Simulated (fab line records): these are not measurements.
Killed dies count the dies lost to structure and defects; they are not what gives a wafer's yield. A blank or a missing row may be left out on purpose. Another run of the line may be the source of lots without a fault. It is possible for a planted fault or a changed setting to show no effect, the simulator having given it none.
Struck lot and sound lot, side by side | flow nandHarc | 14 steps out of a route of 1159
Sound: these wafers, L700.1, L700.3, L700.5. Struck: wafer L695.3. (L695.5 of the same lot was not struck and is left out.) The cause comes at the end.
Order at every step that has rows: each side's tool, ch and its chambers, its first start. Under that, the readings that differ: sound wafers | struck wafers | difference of the means | sigmas: that difference in standard deviations of wafers without a fault.
alike: readings with means less than 2 such deviations apart, plus words and numbers identical on both sides. not compared: withheld readings, readings lacking a value on some wafer, bounds such as >300 that could conceal the same value, and numbers that have no deviation in the record and whose values overlap.
Wherever a step has rows on one side only, a row that says differs or no value, or a row with sigmas, the two part there. Numbers that don't overlap but have no deviation are shown without sigmas and don't part them. A reading missing from all wafers of one side parts the sides only when that side holds two or more wafers.

NHARC_A_ZERO_WELL_INSPECT_17:
  sound on defectInspect-02 at day 11 19:37; struck on defectInspect-02 at day 10 14:26
  alike: rawDefectCount
then, 3 steps without rows for these wafers: NHARC_A_SOURCE_PLATE_PRECLEAN_00 (cleans in HF-LAST, time 60 s); NHARC_A_SOURCE_PLATE_SRD_01; NHARC_A_SOURCE_PLATE_OXIDE_02 (material SiO2, target thk 10 nm, ox time 1362 s).
NHARC_A_SOURCE_PLATE_THK_MEAS_09: measures by ellipsometry.
  sound on filmMetro-01 at day 12 03:05; struck on filmMetro-01 at day 10 21:50
  alike: thkNm
then, 3 steps without rows for these wafers: NHARC_A_SOURCE_PLATE_PVD_04 (deposits WSi2, target thk 50 nm); NHARC_A_SOURCE_PLATE_CVD_03 (deposits poly-Si, target thk 200 nm, time 4000 s); NHARC_A_SOURCE_PLATE_ANNEAL_05 (time 1800 s).
NHARC_A_SOURCE_PLATE_THK_MEAS_06: measures by ellipsometry.
  sound on filmMetro-02 at day 12 15:52; struck on filmMetro-02 at day 11 10:53
  alike: thkNm
NHARC_A_SOURCE_PLATE_INSPECT_08:
  sound on defectInspect-02 at day 12 15:57; struck on defectInspect-02 at day 11 10:57
  alike: rawDefectCount
NHARC_A_ONON_D1_DEP_00: target thk 1000 nm.
  sound on pecvdOnon-02 ch 0, day 12 16:21; struck on pecvdOnon-03 ch 0, day 11 11:08
NHARC_A_ONON_D1_THK_MEAS_02: measures by ellipsometry.
  sound on filmMetro-01 at day 12 16:51; struck on filmMetro-02 at day 11 11:32
reading    | sound       | struck | difference | sigmas
thkNm (nm) | 998 996 996 | 1461   | +464       | +42
next comes 1 step that has no rows for these wafers: NHARC_A_ONON_D1_DEP_03 (target thickness 1000 nm).
-- the record jumps here: 12 days lie between the struck wafers' starts before and after (it left off in module A_ONON_D1 and takes up again in module END, whose first step shown is number 1159 of the route) --
NHARC_END_SORT_01:
  sound on prober-01 ch 0, day 24 23:39; struck on prober-02 ch 0, day 23 04:55
reading       | sound    | struck | difference | sigmas
killedAtArray | 47 39 50 | 674    | +629       | +63
killedAtOther | 1 0 0    | 3      | +3         | +3
killedDies    | 52 45 53 | 677    | +627       | +63
  alike: killedAtPeriphery, killedOpen, killedShort

WHERE THEY PART
At NHARC_A_ONON_D1_THK_MEAS_02 first; at NHARC_END_SORT_01 last (within this record only).

WHY: whatever the simulator had introduced
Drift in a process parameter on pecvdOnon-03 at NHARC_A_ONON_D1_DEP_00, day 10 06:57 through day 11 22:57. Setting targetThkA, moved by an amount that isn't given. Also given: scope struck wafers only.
